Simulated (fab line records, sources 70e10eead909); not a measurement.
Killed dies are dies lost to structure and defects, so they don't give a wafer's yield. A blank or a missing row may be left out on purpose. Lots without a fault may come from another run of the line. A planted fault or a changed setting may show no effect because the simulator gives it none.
Chamber matching | flow nand_harc | NHARC_A_STAIRCASE_ETCH_253 on rie_diel-04: 4 sister chambers
The step etches the open film in C4F8/O2, target depth 50 nm, time 20.2 s. 4 wafers are shown with their chamber, then 12 later ones without.

WAFERS WITH THEIR CHAMBER
wafer  | chamber | rf_vpp_V (V)
L082.6 | 3       | 905
L094.2 | 0       | 892
L094.4 | 1       | 891
L094.5 | 2       | 896

WAFERS WITHOUT THEIR CHAMBER
wafer  | rf_vpp_V (V)
L095.3 | 906
L095.5 | 904
L095.6 | 893
L096.1 | 892
L096.2 | 905
L096.3 | 897
L096.4 | 892
L096.5 | 897
L096.6 | 904
L097.2 | 905
L097.3 | 892
L097.4 | 899

WHICH CHAMBER EACH WENT THROUGH
wafer  | from the rows above          | in truth
L095.3 | 3                            | 3
L095.5 | 3                            | 3
L095.6 | can't be placed: 0 or 1 or 2 | 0
L096.1 | can't be placed: 0 or 1      | 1
L096.2 | 3                            | 3
L096.3 | 2                            | 2
L096.4 | can't be placed: 0 or 1      | 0
L096.5 | 2                            | 2
L096.6 | 3                            | 3
L097.2 | 3                            | 3
L097.3 | can't be placed: 0 or 1      | 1
L097.4 | 2                            | 2
Placed correctly: 8 of 12. Can't be placed from these rows: 4 (the true chamber is among the candidates in 4). Placed wrongly: 0.
How it was worked out, from the rows above alone: a wafer's distance from a chamber is the root of the sum, over the readings, of the square of ((its reading less the chamber's mean) divided by the reading's scatter). The wafer belongs to the nearest chamber; if the next one is less than 2 further off, it can't be placed. A chamber's mean is the mean of its shown wafers. The scatter: with one shown wafer a chamber, the root of the mean of the squares of how far each hidden wafer lies from its nearest shown one.
